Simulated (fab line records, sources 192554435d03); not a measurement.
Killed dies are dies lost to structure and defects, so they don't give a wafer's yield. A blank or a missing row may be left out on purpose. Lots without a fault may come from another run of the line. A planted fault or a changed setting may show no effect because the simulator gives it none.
Chamber matching | flow n5_finfet | N5_ZERO_LAYER_ETCH_18 on rie_si-04: 4 sister chambers
The step etches Si in HBr/Cl2, target depth 120 nm, time 40 s. 14 wafers are shown with their chamber, then 7 later ones without.

WAFERS WITH THEIR CHAMBER
wafer  | chamber | drypump_motor_current_A (A) | oes_product_au (a.u.) | mfc_cl2_sccm (sccm)
L898.3 | 1       | 5.1                         | 1.004                 | 79.85
L898.4 | 0       | 6.5                         | 0.993                 | 80.13
L898.5 | 1       | 5.1                         | 0.997                 | 80.00
L902.1 | 1       | 5.1                         | 0.989                 | 79.87
L902.4 | 2       | 5.9                         | 1.001                 | 80.38
L902.5 | 3       | 5.7                         | 1.012                 | 79.34
L904.2 | 1       | 5.1                         | 1.002                 | 79.89
L904.3 | 0       | 6.5                         | 0.996                 | 79.99
L904.6 | 3       | 5.7                         | 1.012                 | 80.33
L908.2 | 3       | 5.7                         | 1.004                 | 79.72
L908.5 | 3       | 5.7                         | 1.009                 | 79.99
L908.6 | 0       | 6.6                         | 0.998                 | 80.11
L909.2 | 0       | 6.5                         | 0.988                 | 79.77
L909.3 | 3       | 5.7                         | 1.015                 | 79.67

SIGNATURES (means of the wafers above)
reading                 | chamber 0 | chamber 1 | chamber 2 | chamber 3 | scatter within a chamber
drypump_motor_current_A | 6.525     | 5.100     | 5.900     | 5.700     | 0.0274
oes_product_au          | 0.99375   | 0.99800   | 1.00100   | 1.01040   | 0.0051
mfc_cl2_sccm            | 80.0000   | 79.9025   | 80.3800   | 79.8100   | 0.254
Rule: a wafer's distance from a chamber is the root of the sum, over the readings, of the square of ((its reading less the chamber's mean) divided by the reading's scatter). The wafer belongs to the nearest chamber; if the next one is less than 2 further off, it can't be placed. The scatter: the root of (the sum of the squares of (reading less its chamber's mean) over the shown wafers, divided by (wafers less chambers)).

WAFERS WITHOUT THEIR CHAMBER
wafer  | drypump_motor_current_A (A) | oes_product_au (a.u.) | mfc_cl2_sccm (sccm)
L909.5 | 5.9                         | 1.012                 | 79.36
L910.1 | 5.1                         | 1.003                 | 79.87
L910.3 | 6.5                         | 0.998                 | 79.33
L910.5 | 5.1                         | 0.990                 | 80.13
L915.1 | 6.5                         | 0.996                 | 79.54
L915.5 | 5.7                         | 1.014                 | 79.30
L915.6 | 5.9                         | 1.002                 | 79.78

WHICH CHAMBER EACH WENT THROUGH
wafer  | from the rows above | in truth
L909.5 | 2                   | 2
L910.1 | 1                   | 1
L910.3 | 0                   | 0
L910.5 | 1                   | 1
L915.1 | 0                   | 0
L915.5 | 3                   | 3
L915.6 | 2                   | 2
Placed correctly: 7 of 7. Can't be placed from these rows: 0. Placed wrongly: 0.
